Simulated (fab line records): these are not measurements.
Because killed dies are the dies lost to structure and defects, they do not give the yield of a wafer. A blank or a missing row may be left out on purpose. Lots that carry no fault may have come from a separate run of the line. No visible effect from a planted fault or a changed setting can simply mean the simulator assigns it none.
fab line records -- flow n5_finfet
[record] lots = 7, wafers = 18, last_day = 18
route steps=1938 shown BEOL_M10@1497
lots untouched by any fault: they come from a run of this same line in which no faults occurred
start_h: hours from the record's first day to the start of the lot's first wafer shown -- wait_h: hours since the lot's step before -- " same as the row above -- L1.1+2: a single row standing in for several wafers -- - no value, or no start was given -- * or withheld: withheld -- < > ~ a bound
route shown NAME@n: names a module that has steps shown in the file, with the first one's number in the route -- usual: the fault-free wafers' mean and standard deviation -- same: alike in all rows -- chamber/n: place in a boat -- sites: the reading at each site -- _std_site: the standard deviation of these -- _edge_site: outer sites' mean less inner sites' -- radius_mm: for every site, how far away it sits from the centre of the wafer -- mask NAME#n: copy n -- behind: the last tool/chamber to shape the wafer -- hold: what put the lot on hold/how long, in hours/how the hold closed -- device: the n, p or np transistor that did not switch -- end of line: at the end of the route, the tests of the same wafers -- for a step that has no rows: nothing shown but its recipe -- killed: the dies lost at the first sort to structure and to defects; this is not the yield of the wafer -- map: dies across one wafer; x = killed, . = not, _ = none there
set.NAME: the run value of the setting; set.NAME@STEP: its run value at that earlier step -- model.NAME: the simulator's own value behind a step, which no gauge read
certain route steps with their lots: each step a table, each wafer a row
services: a tool's chamber out of use, with start hour (start_h, from the record's first day; less than 0 if before it), hours out, and reason
[[steps]]
[step N5_BEOL_M10_EBR_24]
[recipe] solvent = PGMEA, ebr_width_mm = 1.5
[step N5_BEOL_M10_SOFTBAKE_23]
[recipe] temp_c = 110, time_s = 60, resist = CAR-ArF
[step N5_BEOL_M10_EXPOSE_25]
[recipe] mask_id = V9, na = 1.35, source_shape = annular, sigma_inner = 0.5, sigma_outer = 0.8, polarization = unpolarized, dose_mj = 85.5
[step N5_BEOL_M10_PEB_26]
[recipe] peb_temp_c = withheld, peb_time_s = 60, resist = CAR-ArF
[step N5_BEOL_M10_DEVELOP_27]
[recipe] develop_time_s = 30, developer = TMAH, resist = CAR-ArF, rinse_liquid = diw, dry = air_spin, dev_temp_c = 23
[step N5_BEOL_M10_CD_MEAS_28]
[recipe] target_cd_nm = 70, landing_energy_ev = 500, detector = se_inlens, polarity = opening
[usual] cd_nm = 70.0/0.89
lot.wafer,tool,chamber,start_h,wait_h,cd_nm
L444.2,cd_sem-01,0,255.96,-,69.5
L444.5,cd_sem-01,0,255.96,-,70.5
L444.6,cd_sem-01,0,255.96,-,69.6
L448.2,cd_sem-03,0,264.28,-,70.2
L448.4,cd_sem-03,0,264.28,-,70.2
L448.6,cd_sem-03,0,264.28,-,71.0
L451.1,cd_sem-03,0,288.53,-,69.7
L451.4,cd_sem-03,0,288.53,-,70.1
L450.3,cd_sem-03,0,288.70,-,69.2
L450.6,cd_sem-03,0,288.70,-,70.4
L454.3,cd_sem-03,0,313.01,-,69.9
L454.6,cd_sem-03,0,313.01,-,69.7
L460.4,cd_sem-03,0,341.01,-,70.1
L460.5,cd_sem-03,0,341.01,-,69.7
L460.6,cd_sem-03,0,341.01,-,69.9
L465.2,cd_sem-01,0,369.31,-,72.2
L465.3,cd_sem-01,0,369.31,-,71.0
L465.5,cd_sem-01,0,369.31,-,72.0
[step N5_BEOL_M10_OVL_MEAS_29]
[recipe] points_per_wafer = 44
[usual] V9_OVL = -0.6/0.83
lot.wafer,tool,chamber,start_h,wait_h,V9_OVL[nm]
L444.2,overlay-02,0,255.99,0.0,0.4
L444.5,overlay-02,0,255.99,0.0,-1.2
L444.6,overlay-02,0,255.99,0.0,-1.1
L448.2,overlay-02,0,264.31,0.0,-1.8
L448.4,overlay-02,0,264.31,0.0,-2.2
L448.6,overlay-02,0,264.31,0.0,-2.7
L451.1,overlay-02,0,288.56,0.0,-1.1
L451.4,overlay-02,0,288.56,0.0,-0.1
L450.3,overlay-01,0,288.73,0.0,-0.3
L450.6,overlay-01,0,288.73,0.0,-1.3
L454.3,overlay-02,0,313.03,0.0,-1.0
L454.6,overlay-02,0,313.03,0.0,-0.8
L460.4,overlay-01,0,341.03,0.0,-0.1
L460.5,overlay-01,0,341.03,0.0,-1.3
L460.6,overlay-01,0,341.03,0.0,-1.2
L465.2,overlay-02,0,369.34,0.0,0.8
L465.3,overlay-02,0,369.34,0.0,0.0
L465.5,overlay-02,0,369.34,0.0,0.3
[step N5_BEOL_M10_INSPECT_30]
[recipe] mode = adi, inspect_instrument = brightfield
[usual] raw_defect_count = 373/81
lot.wafer,tool,chamber,start_h,wait_h,raw_defect_count
L444.2,defect_inspect-01,-,256.01,0.0,346
L444.5,defect_inspect-01,-,256.01,0.0,304
L444.6,defect_inspect-01,-,256.01,0.0,324
L448.2,defect_inspect-02,-,264.33,0.0,469
L448.4,defect_inspect-02,-,264.33,0.0,348
L448.6,defect_inspect-02,-,264.33,0.0,337
L451.1,defect_inspect-01,-,288.58,0.0,454
L451.4,defect_inspect-01,-,288.58,0.0,520
L450.3,defect_inspect-02,-,288.75,0.0,273
L450.6,defect_inspect-02,-,288.75,0.0,441
L454.3,defect_inspect-02,-,313.06,0.0,353
L454.6,defect_inspect-02,-,313.06,0.0,415
L460.4,defect_inspect-01,-,341.06,0.0,350
L460.5,defect_inspect-01,-,341.06,0.0,311
L460.6,defect_inspect-01,-,341.06,0.0,302
L465.2,defect_inspect-02,-,369.37,0.0,479
L465.3,defect_inspect-02,-,369.37,0.0,354
L465.5,defect_inspect-02,-,369.37,0.0,353
[step N5_BEOL_M10_DESCUM_33]
[recipe] chemistry = O2, time_s = 7.9, source_power_w = 50, bias_power_w = 20, pressure_mtorr = 20, rf_frequency_hz = 2.712e+07, temp_c = 40, resist = CAR-ArF, o2_flow_sccm = 225
[usual] bias_power_w = 20.01/0.058, drypump_motor_current_A = 5.9/0.32, o2_flow_sccm = 225.1/0.71, oes_product_au = 0.78/0.079, rf_vpp_V = 242.7/1.4, showerhead_plenum_p_Torr = 2.06/0.07, throttle_valve_pct = 20.44/0.27
lot.wafer,tool,chamber,start_h,wait_h,bias_power_w,drypump_motor_current_A,o2_flow_sccm,oes_product_au,rf_hours_counter_h,rf_vpp_V,showerhead_plenum_p_Torr,throttle_valve_pct
L444.2,rie_diel-04,0,256.05,0.0,19.91,5.5,225.5,0.82,96,242.7,2.03,20.14
L444.5,rie_diel-04,3,256.05,0.0,20.11,5.7,223.9,0.80,-,244.7,2.21,20.52
L444.6,rie_diel-04,2,256.05,0.0,19.93,5.6,225.5,0.73,-,244.1,2.15,20.80
L448.2,rie_diel-01,3,264.57,0.2,20.04,5.7,224.3,0.76,154,240.7,2.01,20.70
L448.4,rie_diel-01,0,264.57,0.2,19.96,6.0,225.4,0.78,132,241.0,2.02,20.21
L448.6,rie_diel-01,1,264.57,0.2,19.96,5.9,226.3,0.97,-,241.5,2.06,20.16
L451.1,rie_diel-01,2,288.64,0.1,19.96,6.2,225.0,0.68,249,242.2,2.07,20.44
L451.4,rie_diel-01,0,288.64,0.1,19.97,6.0,224.2,0.77,140,240.7,2.02,20.23
L450.3,rie_diel-01,0,289.10,0.3,20.07,6.1,225.6,0.78,141,242.1,2.02,20.23
L450.6,rie_diel-01,0,289.10,0.3,20.01,6.0,225.3,0.78,-,242.8,2.02,20.23
L454.3,rie_diel-01,2,313.09,0.0,19.98,6.2,226.2,1.00,0,243.3,2.07,20.07
L454.6,rie_diel-01,0,313.09,0.0,19.92,6.0,224.4,0.76,-,240.9,2.01,20.24
L460.4,rie_diel-04,0,341.09,0.0,20.07,5.5,226.5,0.80,123,241.9,2.02,20.18
L460.5,rie_diel-04,2,341.09,0.0,20.02,5.6,224.5,0.72,-,244.9,2.14,20.85
L460.6,rie_diel-04,1,341.09,0.0,20.01,6.2,225.1,0.80,-,245.9,2.19,20.38
L465.2,rie_diel-03,3,369.70,0.3,20.02,5.9,225.0,0.71,237,240.8,1.98,20.72
L465.3,rie_diel-03,0,369.70,0.3,19.89,5.1,223.8,0.85,56,241.7,2.03,20.31
L465.5,rie_diel-03,2,369.70,0.3,20.09,5.5,225.5,0.70,-,245.6,2.17,20.96
[step N5_BEOL_M10_ETCH_65]
[recipe] chemistry = CF4, target = SiARC, target_depth_a = 390, mask_material = CAR-ArF, time_s = 65, ion_energy_ev = 80, pressure_mtorr = 40, source_w = 545, bias_w = 36, Ar_flow_sccm = 100, cf4_flow_sccm = 100, ends = cleared
[usual] drypump_motor_current_A = 5.9/0.32, etch_rf_on_time_s = 64.9/1.2, oes_product_au = 0.67/0.066, rf_vpp_V = 183.7/1.1, showerhead_plenum_p_Torr = 2.11/0.07, throttle_valve_pct = 15.62/0.3
lot.wafer,tool,chamber,start_h,wait_h,drypump_motor_current_A,etch_rf_on_time_s,oes_product_au,rf_hours_counter_h,rf_vpp_V,showerhead_plenum_p_Torr,throttle_valve_pct
L444.2,rie_diel-04,0,256.08,0.0,5.5,64.3,0.71,96,183.0,2.08,15.31
L444.5,rie_diel-04,3,256.08,0.0,5.6,66.4,0.69,-,186.1,2.26,15.69
L444.6,rie_diel-04,2,256.08,0.0,5.6,66.1,0.62,-,183.8,2.21,16.08
L448.2,rie_diel-01,3,264.60,0.0,5.7,63.1,0.64,154,181.8,2.06,15.86
L448.4,rie_diel-01,0,264.60,0.0,6.0,65.1,0.68,132,183.0,2.06,15.33
L448.6,rie_diel-01,1,264.60,0.0,6.0,64.7,0.83,-,182.4,2.10,15.25
L451.1,rie_diel-01,2,288.67,0.0,6.2,66.0,0.58,249,183.4,2.11,15.64
L451.4,rie_diel-01,0,288.67,0.0,6.0,64.3,0.68,140,183.1,2.05,15.35
L450.3,rie_diel-01,0,289.13,0.0,6.1,65.4,0.67,141,183.2,2.05,15.34
L450.6,rie_diel-01,0,289.13,0.0,6.1,64.6,0.67,-,184.2,2.05,15.32
L454.3,rie_diel-01,2,313.13,0.0,6.2,65.9,0.84,0,183.1,2.11,15.16
L454.6,rie_diel-01,0,313.13,0.0,6.0,65.2,0.66,-,185.3,2.05,15.36
L460.4,rie_diel-04,0,341.13,0.0,5.5,64.3,0.67,123,185.1,2.07,15.38
L460.5,rie_diel-04,2,341.13,0.0,5.6,66.4,0.60,-,185.5,2.20,16.13
L460.6,rie_diel-04,1,341.13,0.0,6.2,66.4,0.67,-,184.8,2.25,15.61
L465.2,rie_diel-03,3,369.73,0.0,5.9,65.1,0.60,237,184.0,2.04,15.97
L465.3,rie_diel-03,0,369.73,0.0,5.1,65.2,0.71,56,183.3,2.09,15.51
L465.5,rie_diel-03,2,369.73,0.0,5.5,65.3,0.61,-,186.4,2.20,16.06
[step N5_BEOL_M10_ETCH_66]
[recipe] chemistry = N2/H2, target = SOC, target_depth_a = 1200, overetch_a = 240, mask_material = SiARC, temp_c = 40, time_s = 180, ion_energy_ev = 200, pressure_mtorr = 30, source_w = 840, bias_w = 150, n2_flow_sccm = 200, h2_flow_sccm = 200
[usual] drypump_motor_current_A = 5.9/0.32, oes_product_au = 0.63/0.06, rf_vpp_V = 522.8/2.5, run_length_s = 203.0/0.55, showerhead_plenum_p_Torr = 2.51/0.086, throttle_valve_pct = 17.83/0.27
lot.wafer,tool,chamber,start_h,wait_h,drypump_motor_current_A,oes_product_au,rf_hours_counter_h,rf_vpp_V,run_length_s,showerhead_plenum_p_Torr,throttle_valve_pct
L444.2,rie_diel-04,0,256.13,0.0,5.5,0.66,96,521.7,204.2,2.46,17.51
L444.5,rie_diel-04,3,256.13,0.0,5.7,0.66,-,527.0,203.6,2.68,17.82
L444.6,rie_diel-04,2,256.13,0.0,5.6,0.59,-,527.5,202.2,2.62,18.18
L448.2,rie_diel-01,3,264.65,0.0,5.7,0.60,154,521.1,202.6,2.44,18.06
L448.4,rie_diel-01,0,264.65,0.0,6.1,0.64,132,522.0,203.5,2.44,17.63
L448.6,rie_diel-01,1,264.65,0.0,6.0,0.78,-,523.8,202.8,2.51,17.45
L451.1,rie_diel-01,2,288.72,0.0,6.2,0.55,249,522.5,202.6,2.50,17.87
L451.4,rie_diel-01,0,288.72,0.0,6.0,0.64,140,520.6,202.9,2.44,17.64
L450.3,rie_diel-01,0,289.18,0.0,6.1,0.64,141,519.6,203.3,2.44,17.66
L450.6,rie_diel-01,0,289.18,0.0,6.1,0.63,-,520.6,202.8,2.44,17.63
L454.3,rie_diel-01,2,313.18,0.0,6.2,0.80,0,522.3,202.3,2.50,17.42
L454.6,rie_diel-01,0,313.18,0.0,6.0,0.62,-,521.7,203.1,2.43,17.66
L460.4,rie_diel-04,0,341.18,0.0,5.5,0.64,123,520.8,204.2,2.45,17.55
L460.5,rie_diel-04,2,341.18,0.0,5.6,0.58,-,525.1,202.4,2.60,18.23
L460.6,rie_diel-04,1,341.18,0.0,6.2,0.65,-,525.5,203.0,2.68,17.92
L465.2,rie_diel-03,3,369.78,0.0,5.9,0.57,237,519.7,202.9,2.41,18.26
L465.3,rie_diel-03,0,369.78,0.0,5.1,0.68,56,522.3,203.0,2.48,17.78
L465.5,rie_diel-03,2,369.78,0.0,5.5,0.58,-,525.6,203.5,2.63,18.22
[step N5_BEOL_M10_STRIP_69]
[recipe] chemistry = N2/H2, temp_c = 40, n2_flow_sccm = 200, h2_flow_sccm = 200, rf_frequency_hz = 6e+07
[step N5_BEOL_M10_VIA_ETCH_34]
[recipe] chemistry = C4F6/O2, target = SiCOH_lowk, target_depth_a = 1845, mask_material = SOC, taper_deg = 4, time_s = 69.2, ion_energy_ev = 250, pressure_mtorr = 30, source_w = 345, bias_w = 185, Ar_flow_sccm = 300, C4F6_flow_sccm = 10, O2_flow_sccm = 10
[usual] drypump_motor_current_A = 5.9/0.33, oes_o_777_au = 0.78/0.073, oes_product_au = 0.78/0.078, rf_vpp_V = 665/6.4, run_length_s = 92.2/0.54, showerhead_plenum_p_Torr = 2.81/0.097, throttle_valve_pct = 20.89/0.3
lot.wafer,tool,chamber,start_h,wait_h,drypump_motor_current_A,oes_o_777_au,oes_product_au,rf_hours_counter_h,rf_vpp_V,run_length_s,showerhead_plenum_p_Torr,throttle_valve_pct,model.etch.depth_nm,model.SOC_of_BEOL_M10_COAT_63.thk_nm
L444.2,rie_diel-04,0,256.26,0.0,5.5,0.83,0.83,96,655,93.3,2.76,20.59,187,92.6
L444.5,rie_diel-04,3,256.26,0.0,5.6,0.79,0.81,-,679,92.5,3.01,21.08,183.7,92.4
L444.6,rie_diel-04,2,256.26,0.0,5.6,0.72,0.73,-,665,91.5,2.93,21.35,182,92.4
L448.2,rie_diel-01,3,264.77,0.0,5.7,0.75,0.74,155,660,92.1,2.73,21.11,184.9,92.6
L448.4,rie_diel-01,0,264.77,0.0,6.0,0.79,0.78,132,670,92.2,2.73,20.55,181.1,92.4
L448.6,rie_diel-01,1,264.77,0.0,5.9,0.96,0.96,-,666,92.2,2.79,20.56,185.8,92
L451.1,rie_diel-01,2,288.84,0.0,6.2,0.68,0.67,249,667,91.8,2.81,20.87,178.8,92.8
L451.4,rie_diel-01,0,288.84,0.0,6.1,0.79,0.78,140,667,106.1,2.72,20.55,221.1,90.8
L450.3,rie_diel-01,0,289.31,0.0,6.1,0.79,0.78,141,669,92.1,2.72,20.56,183.3,92.2
L450.6,rie_diel-01,0,289.31,0.0,6.1,0.79,0.77,-,667,106.2,2.72,20.53,218,90.8
L454.3,rie_diel-01,2,313.30,0.0,6.2,0.97,0.98,0,666,91.6,2.81,20.54,183.9,91.6
L454.6,rie_diel-01,0,313.30,0.0,6.1,0.78,0.77,-,669,106.2,2.72,20.58,219.6,90.4
L460.4,rie_diel-04,0,341.30,0.0,5.5,0.80,0.79,123,656,93.2,2.75,20.63,186.7,91.8
L460.5,rie_diel-04,2,341.30,0.0,5.6,0.69,0.71,-,665,91.5,2.92,21.41,181.6,92.2
L460.6,rie_diel-04,1,341.30,0.0,6.2,0.77,0.80,-,677,91.7,3.01,21.01,183.6,92.4
L465.2,rie_diel-03,3,369.91,0.0,5.9,0.72,0.70,237,654,91.9,2.70,21.22,181.3,92.2
L465.3,rie_diel-03,0,369.91,0.0,5.1,0.81,0.84,56,675,92.8,2.76,20.80,184.9,91.8
L465.5,rie_diel-03,2,369.91,0.0,5.5,0.73,0.71,-,667,93.0,2.93,21.34,181.6,92.2
[step N5_BEOL_M10_STRIP_73]
[recipe] chemistry = C4F6/O2, resist = SiARC, rf_frequency_hz = 6e+07
[[services]]
tool,chamber,start_h,hours,kind
rie_diel-01,1,244.09,-,clean
rie_diel-01,1,244.09,-,consumable_replace:focus_ring
rie_diel-01,1,244.09,13.9,scheduled_down
rie_diel-01,1,244.09,13.9,vent_cycle
rie_diel-01,2,290.57,-,clean
rie_diel-01,2,290.57,-,consumable_replace:focus_ring
rie_diel-01,2,290.57,21.6,scheduled_down
rie_diel-01,2,290.57,21.6,vent_cycle
rie_diel-04,1,344.77,30.9,repair
rie_diel-03,-,361.14,2.8,pm
[[key]]
[first_sign] step = N5_BEOL_M10_VIA_ETCH_34, reading = run_length_s, direction = up, sigmas = 26, usual = *, struck = *
effect none on later readings
[model_effect] step = N5_BEOL_M10_VIA_ETCH_34, value = etch.depth_nm, without = 182.3, struck = 219.5
met_at N5_BEOL_M10_VIA_ETCH_34
struck_wafers L450.6,L451.4,L454.6
onset_between 264.77 288.84
[fault] kind = process_parameter_drift, tool = rie_diel-01, chamber = -, onset_h = 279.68, steps = N5_BEOL_M10_VIA_ETCH_34, channel = time_s, offset = *, shape = step, end_h = 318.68, scope = struck_wafers_only, acts_in = *, stated = *
